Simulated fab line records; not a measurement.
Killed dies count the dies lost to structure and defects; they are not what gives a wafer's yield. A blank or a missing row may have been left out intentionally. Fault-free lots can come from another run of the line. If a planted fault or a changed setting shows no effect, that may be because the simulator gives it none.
Matching of chambers ; flow nand harc ; 4 sister chambers for NHARC_A_STAIRCASE_DESCUM_186 on rie diel-03
The step chemistry O2, time 3 s. 7 wafers are shown with their chamber, then 9 later ones without.

WAFERS WITH THEIR CHAMBER
wafer;chamber;showerhead plenum p Torr (Torr);throttle valve pct (%)
L078.3;0;1.84;11.295
L080.3;3;1.80;11.306
L087.2;1;1.81;11.312
L087.6;1;1.81;11.306
L089.3;3;1.79;11.334
L089.4;2;1.94;11.305
L089.6;2;1.94;11.310

WAFERS WITH NO CHAMBER GIVEN
wafer;showerhead plenum p Torr (Torr);throttle valve pct (%)
L090.1;1.81;11.317
L090.3;1.79;11.312
L090.5;1.79;11.308
L092.1;1.81;11.305
L092.4;1.94;11.311
L092.5;1.83;11.308
L093.4;1.94;11.301
L093.5;1.81;11.317
L093.6;1.82;11.316

EACH ONE'S CHAMBER
wafer;from the rows above;in truth
L090.1;1;1
L090.3;3;3
L090.5;3;3
L092.1;1;1
L092.4;2;2
L092.5;0;0
L093.4;2;2
L093.5;1;1
L093.6;1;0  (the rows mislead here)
8 of 9 placed correctly. Not placeable from these rows: 0. Number placed wrongly: 1.
How it was worked out, from the rows above alone: a wafer's distance from a chamber is the root of the sum, over the readings, of the square of ((its reading less the chamber's mean) divided by the reading's scatter). The wafer belongs to the nearest chamber; if the next one is less than 2 further off, it can't be placed. For every chamber, the mean is computed from those of its wafers that are shown. The scatter is the square root of a quotient: the sum, over the shown wafers, of each reading's squared deviation from its chamber's mean, divided by wafers minus chambers.
